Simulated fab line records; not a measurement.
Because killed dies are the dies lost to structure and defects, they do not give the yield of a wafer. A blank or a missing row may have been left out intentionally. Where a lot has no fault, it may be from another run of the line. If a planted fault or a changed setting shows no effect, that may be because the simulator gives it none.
fab line records | flow nand-harc
record: lots: 14 | wafers: 39 | last-day: 34
route steps=1302 shown A_BONDPAD@1202 END@1302
lots with no fault: from the same line, run without faults
start-h: start of the lot's first displayed wafer, in hours after the record's first day | wait-h: how many hours have passed since the lot's step before this one | " unchanged from the row above | L1.1+2: one row covering several wafers at once | - no value present, or no start provided | * or withheld: withheld | < > ~ a bound
route shown NAME@n: NAME is a module with steps in the file, n the number in the route of the first one | usual: average and standard deviation across the fault-free wafers | same: alike in all rows | chamber/n: place in a boat | sites: each site's reading | _std_site: the values' standard deviation | _edge_site: mean of outer sites minus mean of inner sites | radius-mm: how far each site lies from the wafer's centre | mask NAME#n: copy n | behind: tool/chamber where the wafer was last shaped | hold: why the lot was held/for how many hours/how that ended | device: names the non-switching transistor (n, p or np) | end of line: the tests these same wafers got at the end of their route | for a step that has no rows: nothing shown but its recipe | killed: dies lost to structure and defects at the first sort, not the wafer's yield | map: shows each die of a wafer: x if killed, . if not, _ if none is there
set.NAME: the setting the step ran with; set.NAME@STEP: the setting that earlier step ran with | model.NAME: the simulator's own value behind a step, which no gauge read
the route's steps for a sample of lots (tables are steps, rows are wafers)
services: from which hour (start-h, from the record's first day; less than 0 if before it) a tool's chamber was out of use, for how many hours, and why
== steps ==
step: NHARC_A_BONDPAD_DEP_00
recipe: target-thk-a: 2500 | temp-c: 370 | target-thk-nm: 250 | pressure-torr: 3 | flow-sccm: 200 | rf-w: 450 | material: SiCN
usual: heater-power-w: 622/65 | showerhead-vpp-V: 1296/59
lot.wafer | tool     | chamber | start-h | wait-h | heater-power-w | showerhead-vpp-V
L935.1    | pecvd-01 | 1       | 541.14  | -      | 684            | 1309
L935.2    | "        | 2       | "       | "      | 626            | 1295
L935.5    | "        | 0       | "       | "      | 540            | 1223
L934.3    | pecvd-01 | 2       | 545.56  | -      | 613            | 1323
L934.1    | "        | 0       | "       | "      | 610            | 1199
L934.6    | "        | 2       | "       | "      | 624            | 1319
L937.3    | pecvd-03 | 1       | 560.40  | -      | 624            | 1326
L937.2    | "        | 2       | "       | "      | 632            | 1333
L937.5    | "        | 2       | "       | "      | 641            | 1309
L938.2    | pecvd-01 | 1       | 561.21  | -      | 709            | 1286
L938.3    | "        | 2       | "       | "      | 547            | 1281
L938.5    | "        | 2       | "       | "      | 574            | 1300
L939.3    | pecvd-03 | 1       | -       | -      | 644            | 1328
L939.6    | "        | 2       | "       | "      | 652            | 1319
L939.5    | "        | 1       | "       | "      | 638            | 1317
L950.3    | pecvd-02 | 0       | 675.15  | -      | 535            | 1413
L950.6    | "        | 1       | "       | "      | 614            | 1410
L950.5    | "        | 0       | "       | "      | 576            | 1420
L947.6    | pecvd-03 | 2       | 677.35  | -      | 640            | 1314
L948.5    | pecvd-02 | 2       | -       | -      | 708            | 1248
L948.6    | "        | 0       | "       | "      | 472            | 1401
L949.2    | pecvd-02 | 2       | 697.42  | -      | 661            | 1234
L949.5    | "        | 0       | "       | "      | 560            | 1417
L949.4    | "        | 1       | "       | "      | 602            | 1389
L951.2    | pecvd-03 | 2       | 703.21  | -      | 605            | 1311
L951.1    | "        | 1       | "       | "      | 616            | 1311
L951.5    | "        | 0       | "       | "      | 703            | 1257
L954.3    | pecvd-01 | 2       | 721.21  | -      | 579            | 1302
L954.2    | "        | 0       | "       | "      | 606            | 1198
L954.4    | "        | 1       | "       | "      | 689            | 1295
L953.2    | pecvd-01 | 2       | 721.80  | -      | 568            | 1294
L953.1    | "        | 1       | "       | "      | 697            | 1308
L953.6    | "        | 1       | "       | "      | 721            | 1287
L956.1    | pecvd-01 | 2       | 765.57  | -      | 605            | 1303
L956.6    | "        | 1       | "       | "      | 708            | 1303
L956.4    | "        | 2       | "       | "      | 599            | 1286
L957.1    | pecvd-03 | 0       | -       | -      | 716            | 1248
L957.3    | "        | 2       | "       | "      | 679            | 1328
L957.5    | "        | 1       | "       | "      | 583            | 1325
step: NHARC_A_BONDPAD_CMP_29
recipe: target-thk-nm: 200 | material: SiCN
usual: motor-current-A: 12.0/1
lot.wafer | tool   | chamber | start-h | wait-h | motor-current-A
L935.1    | cmp-03 | 2       | 541.58  | -      | 11.2
L935.2    | "      | 3       | "       | "      | 13.1
L935.5    | "      | 2       | "       | "      | 11.6
L934.1    | cmp-03 | 3       | 545.97  | -      | 13.0
L934.3    | "      | 0       | "       | "      | 13.2
L934.6    | "      | 1       | "       | "      | 12.1
L937.2    | cmp-04 | 2       | 560.75  | -      | 12.6
L937.3    | "      | 3       | "       | "      | 11.1
L937.5    | "      | 2       | "       | "      | 12.5
L938.3    | cmp-04 | 1       | 561.60  | -      | 12.7
L938.2    | "      | 3       | "       | "      | 10.9
L938.5    | "      | 0       | "       | "      | 13.2
L939.3    | cmp-01 | 0       | 583.09  | -      | 12.3
L939.6    | "      | 3       | "       | "      | 10.8
L939.5    | "      | 0       | "       | "      | 12.2
L950.3    | cmp-04 | 2       | 675.54  | -      | 12.5
L950.5    | "      | 3       | "       | "      | 11.2
L950.6    | "      | 0       | "       | "      | 13.1
L947.6    | cmp-03 | 1       | 677.70  | -      | 12.0
L948.6    | cmp-01 | 3       | 694.59  | -      | 11.2
L948.5    | "      | 0       | "       | "      | 11.8
L949.4    | cmp-04 | 2       | 697.83  | -      | 12.3
L949.2    | "      | 0       | "       | "      | 13.2
L949.5    | "      | 2       | "       | "      | 12.5
L951.1    | cmp-01 | 0       | 703.64  | -      | 11.7
L951.2    | "      | 1       | "       | "      | 10.4
L951.5    | "      | 3       | "       | "      | 10.7
L954.2    | cmp-03 | 2       | 721.62  | -      | 11.3
L954.3    | "      | 0       | "       | "      | 12.9
L954.4    | "      | 1       | "       | "      | 12.0
L953.2    | cmp-03 | 3       | 722.21  | -      | 12.6
L953.1    | "      | 2       | "       | "      | 11.0
L953.6    | "      | 3       | "       | "      | 12.7
L956.1    | cmp-04 | 3       | 765.91  | -      | 11.0
L956.4    | "      | 1       | "       | "      | 12.4
L956.6    | "      | 3       | "       | "      | 11.2
L957.3    | cmp-01 | 1       | 785.03  | -      | 11.4
L957.1    | "      | 3       | "       | "      | 11.1
L957.5    | "      | 2       | "       | "      | 10.1
step: NHARC_A_BONDPAD_SOFTBAKE_04
recipe: temp-c: 125 | time-s: 70
usual: exhaust-pa: 44.9/0.99 | heater-power-total-W: 200.7/1.3 | resist-line-temp-C: 23.02/0.11
lot.wafer | tool           | chamber | start-h | wait-h | exhaust-pa | heater-power-total-W | resist-line-temp-C
L935.1    | litho-track-02 | 0       | 541     | -      | 44.6       | 202.6                | 23.14
L935.2    | "              | 0       | "       | "      | 45.1       | 201.6                | 23.02
L935.5    | "              | 0       | "       | "      | 44.5       | 200.5                | 22.84
L934.1    | litho-track-02 | 0       | 546     | -      | 45.0       | 199.7                | 22.90
L934.3    | "              | 0       | "       | "      | 45.2       | 202.5                | 22.96
L934.6    | "              | 0       | "       | "      | 46.0       | 199.3                | 22.88
L937.2    | litho-track-05 | 0       | 561     | -      | 46.2       | 202.6                | 22.99
L937.3    | "              | 0       | "       | "      | 46.4       | 200.6                | 22.95
L937.5    | "              | 0       | "       | "      | 45.5       | 202.6                | 22.93
L938.2    | litho-track-03 | 0       | 561     | -      | 44.8       | 199.1                | 22.82
L938.3    | "              | 0       | "       | "      | 44.2       | 199.0                | 22.90
L938.5    | "              | 0       | "       | "      | 44.8       | 202.4                | 22.77
L939.3    | litho-track-05 | 0       | 583     | -      | 43.8       | 202.6                | 22.98
L939.5    | "              | 0       | "       | "      | 44.1       | 202.1                | 23.36
L939.6    | "              | 0       | "       | "      | 44.3       | 202.7                | 23.27
L950.3    | litho-track-05 | 0       | 675     | -      | 46.2       | 199.0                | 23.20
L950.5    | "              | 0       | "       | "      | 45.8       | 198.9                | 23.08
L950.6    | "              | 0       | "       | "      | 46.5       | 199.2                | 23.10
L947.6    | litho-track-03 | 0       | 677     | -      | 43.6       | 206.0                | 23.12
L948.5    | litho-track-03 | 0       | 694     | -      | 43.6       | 207.3                | 23.19
L948.6    | "              | 0       | "       | "      | 45.6       | 208.2                | 23.02
L949.2    | litho-track-05 | 0       | 698     | -      | 44.4       | 202.7                | 22.95
L949.4    | "              | 0       | "       | "      | 44.4       | 201.5                | 23.13
L949.5    | "              | 0       | "       | "      | 43.8       | 202.4                | 23.06
L951.1    | litho-track-05 | 0       | 703     | -      | 45.6       | 198.8                | 22.97
L951.2    | "              | 0       | "       | "      | 44.2       | 199.2                | 23.01
L951.5    | "              | 0       | "       | "      | 44.8       | 202.5                | 22.90
L954.2    | litho-track-02 | 0       | 722     | -      | 45.8       | 200.0                | 23.08
L954.3    | "              | 0       | "       | "      | 44.7       | 200.4                | 23.14
L954.4    | "              | 0       | "       | "      | 46.3       | 201.2                | 23.06
L953.1    | litho-track-02 | 0       | 722     | -      | 44.0       | 199.5                | 22.99
L953.2    | "              | 0       | "       | "      | 45.7       | 202.7                | 23.05
L953.6    | "              | 0       | "       | "      | 46.9       | 200.0                | 23.18
L956.1    | litho-track-03 | 0       | 766     | -      | 45.2       | 199.7                | 22.93
L956.4    | "              | 0       | "       | "      | 47.4       | 201.0                | 22.89
L956.6    | "              | 0       | "       | "      | 45.2       | 202.5                | 23.02
L957.1    | litho-track-02 | 0       | 785     | -      | 44.8       | 200.2                | 23.12
L957.3    | "              | 0       | "       | "      | 44.6       | 199.3                | 23.16
L957.5    | "              | 0       | "       | "      | 44.0       | 198.9                | 23.09
step: NHARC_A_BONDPAD_DESCUM_11
recipe: time-s: 3 | o2-flow-sccm: 200 | ar-flow-sccm: 0 | bias-power-w: 0 | chemistry: O2
usual: drypump-motor-current-A: 5.7/0.31 | oes-product-au: 1.005/0.015 | rf-vpp-V: 57.8/0.92 | showerhead-plenum-p-Torr: 1.90/0.084 | throttle-valve-pct: 11.311/0.0092
lot.wafer | tool        | chamber | start-h | wait-h | drypump-motor-current-A | oes-product-au | rf-hours-counter-h | rf-vpp-V | showerhead-plenum-p-Torr | throttle-valve-pct
L935.2    | rie-diel-12 | 1       | 542.45  | -      | 5.7                     | 0.990          | 3                  | 57.5     | 1.79                     | 11.311
L935.1    | "           | 0       | "       | "      | 5.7                     | 0.988          | 3                  | 58.3     | 1.95                     | 11.309
L935.5    | "           | 2       | "       | "      | 5.6                     | 1.029          | -                  | 58.1     | 1.85                     | 11.318
L934.1    | rie-diel-12 | 3       | 546.83  | -      | 5.9                     | 1.017          | 3                  | 58.4     | 1.88                     | 11.313
L934.3    | "           | 0       | "       | "      | 5.7                     | 0.985          | 3                  | 58.4     | 1.95                     | 11.303
L934.6    | "           | 3       | "       | "      | 5.9                     | 1.008          | -                  | 58.0     | 1.88                     | 11.314
L937.2    | rie-diel-12 | 1       | 561.82  | -      | 5.7                     | 0.991          | 4                  | 58.0     | 1.79                     | 11.316
L937.3    | "           | 2       | "       | "      | 5.6                     | 1.021          | 4                  | 57.1     | 1.85                     | 11.292
L937.5    | "           | 2       | "       | "      | 5.6                     | 1.014          | -                  | 59.1     | 1.85                     | 11.313
L938.2    | rie-diel-12 | 0       | 562.61  | -      | 5.7                     | 1.001          | 3                  | 58.2     | 1.95                     | 11.311
L938.3    | "           | 3       | "       | "      | 5.8                     | 1.001          | 3                  | 57.2     | 1.88                     | 11.311
L938.5    | "           | 0       | "       | "      | 5.7                     | 0.997          | -                  | 59.0     | 1.95                     | 11.315
L939.3    | rie-diel-03 | 0       | 583.99  | -      | 5.5                     | 1.002          | 20                 | 58.2     | 2.07                     | 11.304
L939.6    | "           | 1       | "       | "      | 5.8                     | 1.035          | -                  | 57.5     | 1.82                     | 11.301
L939.5    | "           | 2       | "       | "      | 6.3                     | 1.004          | -                  | 57.7     | 1.94                     | 11.307
L950.3    | rie-diel-12 | 3       | 676.38  | -      | 5.8                     | 0.975          | 2                  | 58.8     | 1.88                     | 11.307
L950.6    | "           | 1       | "       | "      | 5.7                     | 1.029          | -                  | 56.3     | 1.79                     | 11.303
L950.5    | "           | 2       | "       | "      | 5.6                     | 1.013          | -                  | 59.3     | 1.85                     | 11.307
L947.6    | rie-diel-12 | 1       | 678.67  | -      | 5.6                     | 1.028          | -                  | 56.3     | 1.79                     | 11.294
L948.6    | rie-diel-12 | 0       | 695.55  | -      | 5.8                     | 1.011          | -                  | 57.6     | 1.95                     | 11.297
L948.5    | "           | 1       | "       | "      | 5.7                     | 1.020          | -                  | 56.2     | 1.79                     | 11.290
L949.2    | rie-diel-03 | 2       | 698.87  | -      | 6.3                     | 1.007          | 12                 | 56.7     | 1.93                     | 11.300
L949.4    | "           | 0       | "       | "      | 5.4                     | 1.021          | 9                  | 56.7     | 2.06                     | 11.320
L949.5    | "           | 1       | "       | "      | 5.8                     | 1.000          | -                  | 56.1     | 1.82                     | 11.316
L951.2    | rie-diel-11 | 0       | 704.52  | -      | 5.7                     | 0.974          | 30                 | 57.3     | 1.97                     | 11.317
L951.1    | "           | 1       | "       | "      | 5.5                     | 0.982          | 30                 | 58.3     | 2.03                     | 11.300
L951.5    | "           | 3       | "       | "      | 6.0                     | 1.001          | -                  | 57.5     | 1.88                     | 11.296
L954.2    | rie-diel-03 | 0       | 722.52  | -      | 5.5                     | 1.012          | 10                 | 59.1     | 2.06                     | 11.321
L954.4    | "           | 1       | "       | "      | 5.8                     | 0.993          | 13                 | 58.9     | 1.82                     | 11.316
L954.3    | "           | 3       | "       | "      | 4.9                     | 1.019          | 11                 | 58.5     | 2.00                     | 11.306
L953.1    | rie-diel-03 | 2       | 723.12  | -      | 6.3                     | 1.014          | 14                 | 57.4     | 1.93                     | 11.307
L953.2    | "           | 0       | "       | "      | 5.5                     | 1.018          | 10                 | 57.3     | 2.06                     | 11.297
L953.6    | "           | 1       | "       | "      | 5.8                     | 1.005          | -                  | 58.1     | 1.82                     | 11.315
L956.4    | rie-diel-11 | 1       | 766.80  | -      | 5.5                     | 0.990          | 49                 | 59.1     | 2.02                     | 11.306
L956.1    | "           | 2       | "       | "      | 6.1                     | 0.993          | 46                 | 58.2     | 2.01                     | 11.323
L956.6    | "           | 1       | "       | "      | 5.4                     | 0.996          | -                  | 57.3     | 2.02                     | 11.315
L957.1    | rie-diel-03 | 3       | 786.07  | -      | 4.9                     | 1.024          | 24                 | 58.8     | 2.00                     | 11.314
L957.3    | "           | 1       | "       | "      | 5.8                     | 1.001          | 27                 | 57.4     | 1.81                     | 11.318
L957.5    | "           | 2       | "       | "      | 6.3                     | 1.002          | -                  | 58.2     | 1.93                     | 11.320
step: NHARC_END_SORT_01
recipe: temp-c: 25
usual: defect-limited-yield: 91.0/2.5 | killed-at-array: 56/17 | killed-at-other: 0.9/1.2 | killed-at-periphery: 3.9/2.5 | killed-dies: 61/17 | killed-open: 3.2/1.8 | killed-short: 2.7/1.7
same: gross-dies: 677
lot.wafer | tool      | chamber | start-h | wait-h | defect-limited-yield[%] | killed-at-array | killed-at-other | killed-at-periphery | killed-dies | killed-open | killed-short
L935.1    | prober-01 | 0       | 572.51  | 2.5    | 95.6                    | 28              | 2               | 0                   | 30          | 3           | 1
L935.2    | prober-01 | 0       | 573.30  | 2.8    | 92.5                    | 46              | 2               | 3                   | 51          | 4           | 3
L935.5    | prober-01 | 0       | 575.69  | 3.7    | 94.5                    | 35              | 0               | 2                   | 37          | 1           | 2
L934.1    | prober-02 | 0       | 585.60  | 2.5    | 90.1                    | 60              | 2               | 5                   | 67          | 3           | 7
L934.3    | prober-02 | 0       | 587.21  | 3.1    | 90.0                    | 66              | 1               | 1                   | 68          | 2           | 0
L934.6    | prober-02 | 0       | 589.63  | 4.0    | 89.5                    | 64              | 3               | 4                   | 71          | 2           | 3
L937.2    | prober-01 | 0       | 594.45  | 2.8    | 90.0                    | 62              | 2               | 4                   | 68          | 2           | 2
L937.3    | prober-01 | 0       | 595.25  | 3.1    | 86.9                    | 79              | 5               | 5                   | 89          | 5           | 1
L937.5    | prober-01 | 0       | 596.85  | 3.7    | 88.0                    | 71              | 4               | 6                   | 81          | 3           | 2
L938.2    | prober-02 | 0       | 594.51  | 2.8    | 88.9                    | 71              | 0               | 4                   | 75          | 5           | 7
L938.3    | prober-02 | 0       | 595.31  | 3.1    | 89.1                    | 65              | 0               | 9                   | 74          | 3           | 6
L938.5    | prober-02 | 0       | 596.91  | 3.7    | 89.1                    | 65              | 1               | 8                   | 74          | 8           | 3
L948.5    | prober-01 | 0       | 742.41  | 3.7    | 91.1                    | 57              | 1               | 2                   | 60          | 4           | 1
L948.6    | prober-01 | 0       | 743.21  | 4.0    | 86.6                    | 86              | 0               | 5                   | 91          | 7           | 3
L954.2    | prober-01 | 0       | 760.74  | 2.8    | 91.6                    | 52              | 1               | 4                   | 57          | 1           | 0
L954.3    | prober-01 | 0       | 761.54  | 3.1    | 92.2                    | 41              | 1               | 11                  | 53          | 4           | 2
L954.4    | prober-01 | 0       | 762.35  | 3.4    | 90.8                    | 57              | 0               | 5                   | 62          | 2           | 1
L957.1    | prober-01 | 0       | 817.12  | 2.5    | 92.8                    | 43              | 0               | 6                   | 49          | 0           | 3
L957.3    | prober-01 | 0       | 818.72  | 3.1    | 87.3                    | 80              | 1               | 5                   | 86          | 2           | 6
L957.5    | prober-01 | 0       | 820.33  | 3.7    | 93.5                    | 38              | 1               | 5                   | 44          | 4           | 1
killed by level:class
L935.1 A_SLIT:chamber-film-flake=11 A_CHANNEL_HOLE_D2:chamber-film-flake=5 A_STAIRCASE:chamber-film-flake=3 A_CONTACT:chamber-film-flake=2 THIN_TSV:chamber-film-flake=2 A_CHANNEL_FILL_D1:geometric-particle:open=1 A_DECK1_JOINT:geometric-particle:short=1 A_WL_FILL:geometric-particle:open=1
L935.2 A_SLIT:chamber-film-flake=24 A_CHANNEL_HOLE_D2:chamber-film-flake=8 A_CHANNEL_FILL_D1:chamber-film-flake=2 A_STAIRCASE:chamber-film-flake=2 A_M1:chamber-film-flake=2 THIN_TSV:chamber-film-flake=2 P_M1:geometric-particle:open=1 A_DECK1_JOINT:geometric-particle:short=1
L935.5 A_SLIT:chamber-film-flake=21 A_CHANNEL_HOLE_D2:chamber-film-flake=5 A_STAIRCASE:chamber-film-flake=4 A_ONON_D2:geometric-particle:short=2 P_BONDPAD:chamber-film-flake=2 A_CHANNEL_FILL_D2:geometric-particle:open=1 A_CHANNEL_HOLE_D1:chamber-film-flake=1 A_CONTACT:chamber-film-flake=1
L934.1 A_CHANNEL_HOLE_D1:chamber-film-flake=30 A_SLIT:chamber-film-flake=7 A_CONTACT:chamber-film-flake=5 A_STAIRCASE:chamber-film-flake=4 A_WL_FILL:geometric-particle:short=2 P_ZERO_WELL:chamber-film-flake=2 P_CONTACT:chamber-film-flake=2 A_CHANNEL_HOLE_D2:chamber-film-flake=2
L934.3 A_CHANNEL_HOLE_D1:chamber-film-flake=30 A_SLIT:chamber-film-flake=22 A_CHANNEL_HOLE_D2:chamber-film-flake=8 A_STAIRCASE:chamber-film-flake=3 P_GATE:geometric-particle:open=1 A_CONTACT:geometric-particle:open=1 A_CHANNEL_FILL_D2:chamber-film-flake=1 A_BLC:chamber-film-flake=1
L934.6 A_CHANNEL_HOLE_D1:chamber-film-flake=33 A_SLIT:chamber-film-flake=12 A_CHANNEL_HOLE_D2:chamber-film-flake=8 P_ZERO_WELL:chamber-film-flake=3 THIN_TSV:chamber-film-flake=3 A_STAIRCASE:chamber-film-flake=3 A_DECK1_JOINT:geometric-particle:short=2 A_CHANNEL_FILL_D1:chamber-film-flake=2
L937.2 A_CHANNEL_HOLE_D1:chamber-film-flake=31 A_SLIT:chamber-film-flake=16 P_GATE:chamber-film-flake=3 A_CHANNEL_HOLE_D2:chamber-film-flake=3 A_CONTACT:chamber-film-flake=3 A_STAIRCASE:chamber-film-flake=2 A_BLC:chamber-film-flake=2 THIN_TSV:chamber-film-flake=2
L938.2 A_CHANNEL_HOLE_D1:chamber-film-flake=28 A_CHANNEL_HOLE_D2:chamber-film-flake=24 A_CHANNEL_FILL_D2:geometric-particle:open=3 A_CHANNEL_FILL_D2:geometric-particle:short=3 A_CHANNEL_FILL_D2:chamber-film-flake=3 A_ONON_D2:geometric-particle:short=2 A_SLIT:chamber-film-flake=2 P_CONTACT:geometric-particle:open=1
L937.3 A_CHANNEL_HOLE_D1:chamber-film-flake=37 A_SLIT:chamber-film-flake=28 THIN_TSV:chamber-film-flake=5 A_CHANNEL_HOLE_D2:chamber-film-flake=4 P_GATE:chamber-film-flake=3 A_CONTACT:chamber-film-flake=3 A_STAIRCASE:chamber-film-flake=2 P_CONTACT:geometric-particle:open=1
L938.3 A_CHANNEL_HOLE_D1:chamber-film-flake=25 A_CHANNEL_HOLE_D2:chamber-film-flake=21 P_ZERO_WELL:chamber-film-flake=4 P_BONDPAD:chamber-film-flake=4 A_CHANNEL_FILL_D2:chamber-film-flake=3 A_SLIT:chamber-film-flake=3 A_CHANNEL_FILL_D2:geometric-particle:short=2 A_WL_FILL:geometric-particle:short=2
L937.5 A_CHANNEL_HOLE_D1:chamber-film-flake=34 A_SLIT:chamber-film-flake=15 A_CHANNEL_HOLE_D2:chamber-film-flake=7 A_STAIRCASE:chamber-film-flake=5 P_GATE:chamber-film-flake=4 THIN_TSV:chamber-film-flake=4 A_CONTACT:chamber-film-flake=3 P_ZERO_WELL:chamber-film-flake=2
L938.5 A_CHANNEL_HOLE_D2:chamber-film-flake=28 A_CHANNEL_HOLE_D1:chamber-film-flake=23 A_CHANNEL_FILL_D2:chamber-film-flake=4 P_GATE:geometric-particle:open=2 P_BONDPAD:chamber-film-flake=2 A_STAIRCASE:chamber-film-flake=2 A_CONTACT:chamber-film-flake=2 P_M1:geometric-particle:open=1
L948.5 A_CHANNEL_HOLE_D1:chamber-film-flake=28 A_SLIT:chamber-film-flake=17 A_WL_FILL:chamber-film-flake=4 A_CHANNEL_FILL_D2:geometric-particle:open=2 A_M0:geometric-particle:open=2 P_GATE:chamber-film-flake=2 A_CONTACT:chamber-film-flake=2 A_M0:geometric-particle:short=1
L948.6 A_SLIT:chamber-film-flake=39 A_CHANNEL_HOLE_D1:chamber-film-flake=35 A_CONTACT:chamber-film-flake=3 A_DECK1_JOINT:geometric-particle:short=2 A_DECK1_JOINT:geometric-particle:open=2 P_GATE:geometric-particle:open=1 P_M0:geometric-particle:open=1 P_M0:geometric-particle:short=1
L954.2 A_SLIT:chamber-film-flake=26 A_CHANNEL_HOLE_D1:chamber-film-flake=11 A_CHANNEL_HOLE_D2:chamber-film-flake=5 A_CONTACT:chamber-film-flake=4 A_STAIRCASE:chamber-film-flake=3 P_ZERO_WELL:chamber-film-flake=2 A_CHANNEL_FILL_D2:chamber-film-flake=2 A_WL_FILL:geometric-particle:open=1
L954.3 A_SLIT:chamber-film-flake=16 A_CONTACT:chamber-film-flake=7 A_CHANNEL_HOLE_D1:chamber-film-flake=6 P_CONTACT:chamber-film-flake=4 P_M2:chamber-film-flake=4 A_CHANNEL_HOLE_D2:chamber-film-flake=4 P_ZERO_WELL:chamber-film-flake=2 A_ONON_D1:geometric-particle:short=1
L954.4 A_SLIT:chamber-film-flake=32 A_CHANNEL_HOLE_D1:chamber-film-flake=10 P_M2:chamber-film-flake=5 A_CONTACT:chamber-film-flake=4 A_CHANNEL_FILL_D1:chamber-film-flake=2 A_CHANNEL_HOLE_D2:chamber-film-flake=2 A_WL_FILL:chamber-film-flake=2 A_ONON_D2:geometric-particle:open=1
L957.1 A_CHANNEL_HOLE_D2:chamber-film-flake=12 A_SLIT:chamber-film-flake=11 A_CONTACT:chamber-film-flake=7 P_ZERO_WELL:chamber-film-flake=3 A_WL_FILL:chamber-film-flake=3 A_BLC:chamber-film-flake=3 P_CONTACT:chamber-film-flake=2 A_CHANNEL_FILL_D1:geometric-particle:short=1
L957.3 A_CHANNEL_HOLE_D2:chamber-film-flake=34 A_SLIT:chamber-film-flake=16 A_CONTACT:chamber-film-flake=7 A_BLC:chamber-film-flake=6 A_DECK1_JOINT:chamber-film-flake=4 A_STAIRCASE:chamber-film-flake=3 P_CONTACT:chamber-film-flake=2 A_CHANNEL_HOLE_D1:chamber-film-flake=2
L957.5 A_SLIT:chamber-film-flake=11 A_CHANNEL_HOLE_D2:chamber-film-flake=9 A_CONTACT:chamber-film-flake=5 A_BLC:chamber-film-flake=5 P_ZERO_WELL:chamber-film-flake=2 P_CONTACT:chamber-film-flake=2 A_STAIRCASE:chamber-film-flake=2 A_DECK1_JOINT:geometric-particle:open=1
== services ==
tool           | chamber | start-h | hours | kind
cmp-04         | -       | 525.77  | 4.0   | pm
rie-diel-03    | 2       | 530.60  | 5.0   | repair
cmp-04         | -       | 543.09  | 6.2   | repair
pecvd-03       | -       | 547.00  | 13.0  | pm
rie-diel-12    | 0       | 553.32  | 9.2   | repair
cmp-03         | -       | 553.43  | 0.4   | repair
pecvd-01       | 1       | 564.12  | 6.0   | repair
rie-diel-12    | 2       | 572.40  | 10.1  | repair
cmp-03         | -       | 575.57  | 4.0   | pm
litho-track-02 | -       | 577.01  | 7.0   | pm
pecvd-03       | 2       | 597.74  | 4.7   | repair
rie-diel-12    | -       | 601.09  | 12.4  | repair
rie-diel-12    | -       | 622.40  | 9.0   | pm
cmp-04         | -       | 623.77  | 4.0   | pm
rie-diel-03    | -       | 635.30  | 9.0   | pm
litho-track-05 | -       | 649.00  | 7.0   | pm
rie-diel-03    | 3       | 662.92  | 3.0   | repair
pecvd-01       | -       | 673.27  | 13.0  | pm
cmp-04         | -       | 705.76  | 1.7   | repair
cmp-04         | -       | 712.35  | 0.6   | repair
cmp-04         | -       | 721.77  | 4.0   | pm
rie-diel-03    | 2       | 723.60  | 6.0   | repair
litho-track-02 | -       | 752.01  | 7.0   | pm
rie-diel-12    | 1       | 782.36  | 17.3  | repair
== key ==
first-sign: step: NHARC_A_BONDPAD_SOFTBAKE_04 | reading: heater-power-total-W | direction: up | sigmas: 5 | usual: * | struck: *
effect none on later readings
met-at NHARC_A_BONDPAD_SOFTBAKE_04
struck-lots L947,L948
not-acting-at NHARC_A_BONDPAD_DEP_00,NHARC_A_BONDPAD_CMP_29,NHARC_A_BONDPAD_DESCUM_11
onset-between 561 677
fault: kind: process-parameter-drift | tool: litho-track-03 | chamber: - | onset-h: 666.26 | steps: NHARC_A_BONDPAD_SOFTBAKE_04 | channel: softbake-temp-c | offset: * | shape: step | end-h: 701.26 | acts-in: * | stated: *
